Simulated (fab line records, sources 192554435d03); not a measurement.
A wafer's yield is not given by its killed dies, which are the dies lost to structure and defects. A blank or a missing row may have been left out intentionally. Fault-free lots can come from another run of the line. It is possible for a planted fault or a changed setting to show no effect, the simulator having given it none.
Which tool did it?	flow n5_finfet	Sampling: 24 lots, 72 wafers, 5 of 1938 route steps

## WHAT THE GAUGES READ, wafer by wafer
N5_BEOL_M0_SAQP_CD_MEAS_25: target cd 13.1 nm.
lot	measured	on	cd_nm (nm)
L074	day 5 12:34	cd_sem-03	12.78 12.54 13.10
L075	day 5 23:22	cd_sem-01	12.76 12.63 12.60
L076	day 6 02:15	cd_sem-03	12.72 13.19 13.19
L077	day 6 06:27	cd_sem-01	12.76 12.52 12.43
L078	day 6 19:08	cd_sem-02	12.68 12.67 12.60
L079	day 6 23:13	cd_sem-02	12.72 12.39 13.01
L080	day 7 02:17	cd_sem-02	12.92 13.03 12.50
L081	day 7 05:53	cd_sem-03	13.08 12.99 12.69
L082	day 7 13:11	cd_sem-03	12.64 12.99 12.86
L083	day 7 16:38	cd_sem-03	12.76 12.59 12.94
L084	day 8 01:53	cd_sem-01	12.74 12.67 12.61
L085	day 8 09:31	cd_sem-03	12.90 12.93 12.94
L086	day 8 12:41	cd_sem-01	12.81 12.98 12.86
L087	day 8 20:19	cd_sem-01	12.90 12.60 12.72
L088	day 9 09:33	cd_sem-01	12.99 12.53 12.80
L089	day 9 12:42	cd_sem-03	12.94 12.48 12.65
L090	day 9 16:19	cd_sem-01	12.39 12.82 12.86
L091	day 9 22:54	cd_sem-02	12.79 12.86 12.56
L092	day 10 00:28	cd_sem-03	12.79 12.67 12.84
L093	day 10 10:17	cd_sem-01	12.58 13.07 12.67
L094	day 10 17:31	cd_sem-02	12.93 12.45 12.82
L095	day 10 23:27	cd_sem-02	12.93 12.66 12.75
L096	day 11 04:44	cd_sem-03	12.78 13.18 13.00
L097	day 11 09:31	cd_sem-02	12.22 12.98 12.93

N5_BEOL_M0_CUTY_CD_MEAS_57: target cd 200 nm.
lot	measured	on	cd_nm (nm)
L074	day 5 16:18	cd_sem-03	199.1 199.5 199.0
L075	day 6 03:03	cd_sem-03	200.8 200.8 200.4
L076	day 6 05:38	cd_sem-03	200.3 200.9 199.9
L077	day 6 10:14	cd_sem-02	200.8 200.3 200.6
L078	day 7 00:38	cd_sem-02	201.2 200.0 200.4
L079	day 7 03:10	cd_sem-02	199.0 199.2 199.1
L080	day 7 06:04	cd_sem-03	199.6 200.3 199.9
L081	day 7 09:15	cd_sem-03	199.6 200.4 200.4
L082	day 7 16:53	cd_sem-03	199.2 200.2 198.4
L083	day 7 20:25	cd_sem-03	200.7 200.6 201.1
L084	day 8 05:23	cd_sem-03	199.0 198.2 199.1
L085	day 8 13:47	cd_sem-02	200.4 200.9 200.8
L086	day 8 16:28	cd_sem-01	199.7 199.7 200.2
L087	day 9 01:57	cd_sem-03	199.2 199.2 200.3
L088	day 9 13:42	cd_sem-01	198.7 199.0 199.4
L089	day 9 16:15	cd_sem-02	200.2 201.1 199.5
L090	day 9 19:55	cd_sem-02	200.9 199.4 200.2
L091	day 10 02:22	cd_sem-03	200.3 200.3 200.5
L092	day 10 04:52	cd_sem-02	199.2 199.1 199.6
L093	day 10 13:46	cd_sem-01	198.4 198.2 198.5
L094	day 10 21:12	cd_sem-01	199.2 200.3 200.7
L095	day 11 03:11	cd_sem-03	200.8 201.5 200.9
L096	day 11 08:35	cd_sem-03	199.1 199.1 198.8
L097	day 11 13:25	cd_sem-01	200.3 199.1 199.7

## TOOL THAT RAN EACH LOT (tool first, then ch and the chambers of the sampled wafers, then the start)
lot	N5_BEOL_M0_SAQP_HM_DEP_02	N5_BEOL_M0_SAQP_ETCH_101	N5_BEOL_M0_SAQP_ETCH_107
L074	pvd_sputter-03, day 5 10:05	rie_diel-03 ch 0,2, day 5 12:36	rie_diel-01 ch 1,2, day 5 13:25
L075	pvd_sputter-01, day 5 20:16	rie_diel-03 ch 0,2,3, day 5 23:23	rie_diel-03 ch 0,3, day 6 00:07
L076	pvd_sputter-01, day 5 23:46	rie_diel-05 ch 0,2,3, day 6 02:17	rie_diel-01 ch 0,2, day 6 03:01
L077	pvd_sputter-02, day 6 03:55	rie_diel-03 ch 0,1, day 6 06:29	rie_diel-01 ch 0,1,2, day 6 07:22
L078	pvd_sputter-01, day 6 16:41	rie_diel-05 ch 1,2,3, day 6 19:14	rie_diel-01 ch 0,2,3, day 6 20:10
L079	pvd_sputter-02, day 6 19:19	rie_diel-01 ch 0,2, day 6 23:22	rie_diel-05 ch 0,2,3, day 7 00:13
L080	pvd_sputter-01, day 6 23:41	rie_diel-05 ch 1,2, day 7 02:19	rie_diel-01 ch 0,1,2, day 7 03:03
L081	pvd_sputter-03, day 7 03:21	rie_diel-05 ch 0,1,3, day 7 05:55	rie_diel-05 ch 2,3, day 7 06:39
L082	pvd_sputter-01, day 7 09:47	rie_diel-05 ch 1,2,3, day 7 13:13	rie_diel-03 ch 0,3, day 7 14:07
L083	pvd_sputter-01, day 7 13:38	rie_diel-01 ch 0,1,2, day 7 16:50	rie_diel-05 ch 1,2,3, day 7 17:35
L084	pvd_sputter-03, day 7 23:24	rie_diel-03 ch 0,3, day 8 01:56	rie_diel-01 ch 0,1,2, day 8 02:40
L085	pvd_sputter-02, day 8 06:56	rie_diel-03 ch 0,2, day 8 09:34	rie_diel-05 ch 0,2,3, day 8 10:17
L086	pvd_sputter-01, day 8 10:10	rie_diel-05 ch 0,2,3, day 8 12:44	rie_diel-03 ch 0,1,3, day 8 13:31
L087	pvd_sputter-02, day 8 16:45	rie_diel-03 ch 0,3, day 8 20:44	rie_diel-01 ch 0,2, day 8 21:29
L088	pvd_sputter-03, day 9 07:05	rie_diel-03 ch 0,2,3, day 9 09:35	rie_diel-05 ch 2,3, day 9 10:19
L089	pvd_sputter-03, day 9 10:05	rie_diel-05 ch 0,3, day 9 12:50	rie_diel-01 ch 1,2,3, day 9 13:34
L090	pvd_sputter-03, day 9 13:57	rie_diel-03 ch 1,2,3, day 9 16:22	rie_diel-03 ch 0,1, day 9 17:05
L091	pvd_sputter-01, day 9 18:56	rie_diel-03 ch 0,1,3, day 9 22:56	rie_diel-01 ch 1,2,3, day 9 23:41
L092	pvd_sputter-01, day 9 22:08	rie_diel-01 ch 2,3, day 10 00:34	rie_diel-05 ch 1,3, day 10 01:20
L093	pvd_sputter-01, day 10 07:47	rie_diel-05 ch 1,3, day 10 10:19	rie_diel-05 ch 1,2,3, day 10 11:03
L094	pvd_sputter-03, day 10 14:21	rie_diel-01 ch 1,2,3, day 10 17:33	rie_diel-01 ch 0,1,3, day 10 18:17
L095	pvd_sputter-02, day 10 20:45	rie_diel-05 ch 0,1,2, day 10 23:35	rie_diel-01 ch 0,1,2, day 11 00:18
L096	pvd_sputter-01, day 11 02:23	rie_diel-03 ch 0,3, day 11 04:47	rie_diel-05 ch 0,1,3, day 11 05:30
L097	pvd_sputter-03, day 11 06:56	rie_diel-05 ch 0,2,3, day 11 09:33	rie_diel-01 ch 0,1,3, day 11 10:16
- N5_BEOL_M0_SAQP_HM_DEP_02: deposits TiN, target thk 12 nm.
- N5_BEOL_M0_SAQP_ETCH_101: etches SiNx in CH3F/O2, target depth 29.9 nm, time 42.7 s.
- N5_BEOL_M0_SAQP_ETCH_107: etches SiNx in CH3F/O2, target depth 30 nm.

## AS READ BY THE TOOLS THEMSELVES (means over the sampled wafers that have a number; for cases with no such wafer, the mark the record gives instead)
N5_BEOL_M0_SAQP_HM_DEP_02.
lot	tool	throttle_valve_pct (%)
L074	pvd_sputter-03	31.1
L075	pvd_sputter-01	30.0
L076	pvd_sputter-01	29.6
L077	pvd_sputter-02	29.0
L078	pvd_sputter-01	29.3
L079	pvd_sputter-02	29.7
L080	pvd_sputter-01	28.5
L081	pvd_sputter-03	32.0
L082	pvd_sputter-01	28.6
L083	pvd_sputter-01	29.6
L084	pvd_sputter-03	28.7
L085	pvd_sputter-02	29.7
L086	pvd_sputter-01	29.3
L087	pvd_sputter-02	29.4
L088	pvd_sputter-03	29.7
L089	pvd_sputter-03	30.6
L090	pvd_sputter-03	30.9
L091	pvd_sputter-01	29.7
L092	pvd_sputter-01	30.3
L093	pvd_sputter-01	30.2
L094	pvd_sputter-03	31.2
L095	pvd_sputter-02	28.9
L096	pvd_sputter-01	30.2
L097	pvd_sputter-03	30.2

N5_BEOL_M0_SAQP_ETCH_101.
lot	tool	drypump_motor_current_A (A)	oes_o_777_au (a.u.)	oes_product_au (a.u.)	rf_vpp_V (V)	showerhead_plenum_p_Torr (Torr)	throttle_valve_pct (%)
L074	rie_diel-03	5.3	0.76	0.75	297.1	2.08	16.24
L075	rie_diel-03	5.2	0.76	0.76	297.4	2.00	16.21
L076	rie_diel-05	5.9	0.82	0.80	293.1	1.93	16.32
L077	rie_diel-03	5.4	0.73	0.74	300.0	2.07	16.26
L078	rie_diel-05	6.3	0.73	0.73	295.7	1.94	16.49
L079	rie_diel-01	6.1	0.72	0.71	297.2	2.06	16.59
L080	rie_diel-05	6.1	0.70	0.69	297.9	1.94	16.56
L081	rie_diel-05	5.8	0.79	0.77	295.9	1.95	16.38
L082	rie_diel-05	6.3	0.73	0.73	295.4	1.93	16.50
L083	rie_diel-01	6.1	0.80	0.79	297.8	2.08	16.45
L084	rie_diel-03	5.3	0.74	0.72	298.7	1.99	16.27
L085	rie_diel-03	5.3	0.73	0.71	299.0	2.07	16.29
L086	rie_diel-05	5.9	0.80	0.79	292.4	1.93	16.36
L087	rie_diel-03	5.3	0.75	0.75	297.5	1.92	16.22
L088	rie_diel-03	5.2	0.74	0.74	297.1	1.99	16.26
L089	rie_diel-05	6.0	0.80	0.80	292.0	1.93	16.36
L090	rie_diel-03	5.2	0.75	0.75	297.3	1.99	16.25
L091	rie_diel-03	5.3	0.73	0.73	299.1	1.99	16.27
L092	rie_diel-01	5.9	0.81	0.80	296.7	2.06	16.45
L093	rie_diel-05	6.5	0.83	0.83	293.7	1.93	16.36
L094	rie_diel-01	5.7	0.85	0.85	296.7	2.08	16.28
L095	rie_diel-05	5.6	0.83	0.83	296.8	1.94	16.31
L096	rie_diel-03	5.3	0.72	0.71	298.3	1.98	16.30
L097	rie_diel-05	5.9	0.77	0.77	293.5	1.92	16.40

N5_BEOL_M0_SAQP_ETCH_107.
lot	tool	drypump_motor_current_A (A)	oes_o_777_au (a.u.)	oes_product_au (a.u.)	rf_vpp_V (V)	showerhead_plenum_p_Torr (Torr)	throttle_valve_pct (%)
L074	rie_diel-01	6.2	0.84	0.83	297.6	2.10	16.44
L075	rie_diel-03	5.3	0.75	0.74	298.7	1.99	16.24
L076	rie_diel-01	6.2	0.75	0.74	297.0	2.07	16.60
L077	rie_diel-01	6.1	0.81	0.81	298.1	2.09	16.43
L078	rie_diel-01	5.7	0.72	0.70	296.8	2.06	16.53
L079	rie_diel-05	5.9	0.81	0.80	293.7	1.93	16.34
L080	rie_diel-01	6.1	0.80	0.80	297.1	2.08	16.44
L081	rie_diel-05	6.6	0.77	0.76	292.3	1.92	16.43
L082	rie_diel-03	5.3	0.75	0.76	297.2	1.92	16.20
L083	rie_diel-05	6.3	0.73	0.72	295.6	1.93	16.50
L084	rie_diel-01	6.0	0.79	0.79	297.0	2.08	16.45
L085	rie_diel-05	5.9	0.80	0.79	293.5	1.93	16.37
L086	rie_diel-03	5.4	0.74	0.74	299.4	2.00	16.25
L087	rie_diel-01	6.3	0.73	0.72	296.6	2.06	16.64
L088	rie_diel-05	6.4	0.73	0.73	292.4	1.91	16.48
L089	rie_diel-01	5.7	0.87	0.87	296.6	2.08	16.27
L090	rie_diel-03	5.4	0.71	0.73	300.1	2.06	16.31
L091	rie_diel-01	5.7	0.86	0.87	295.9	2.08	16.26
L092	rie_diel-05	6.5	0.83	0.83	295.1	1.93	16.37
L093	rie_diel-05	6.4	0.81	0.80	294.7	1.93	16.39
L094	rie_diel-01	5.6	0.94	0.94	297.7	2.07	16.10
L095	rie_diel-01	6.1	0.87	0.87	297.0	2.07	16.34
L096	rie_diel-05	5.8	0.84	0.85	296.1	1.94	16.28
L097	rie_diel-01	5.5	0.93	0.93	297.5	2.07	16.11

## THE ANSWER, worked out from the rows above alone
Rule: what is usual is taken from the lots themselves. Put in order of their means at a reading, lots are off if they are a third of the lots or fewer, leave a main group of 4 or more, and stand apart from it by a gap of 3 or more times the standard deviation of the main group's means; of several such gaps the widest counts. A main group whose means are all the same, to the digits that the tables above print for the reading, isn't used. A lot without any number at a reading at which 4 lots or more have one is off too. Any other lot the step has rows for is counted as sound. First the gauges in route order, then the tools' own readings, where a lot's mean is used as printed above. The first step at which some lot is off is used, and at that step the reading that is off furthest; a lot without a number counts as furthest.
No lot is off on any of the readings shown, so nothing can be concluded from this.

## WHAT THE SIMULATOR HAD PUT IN
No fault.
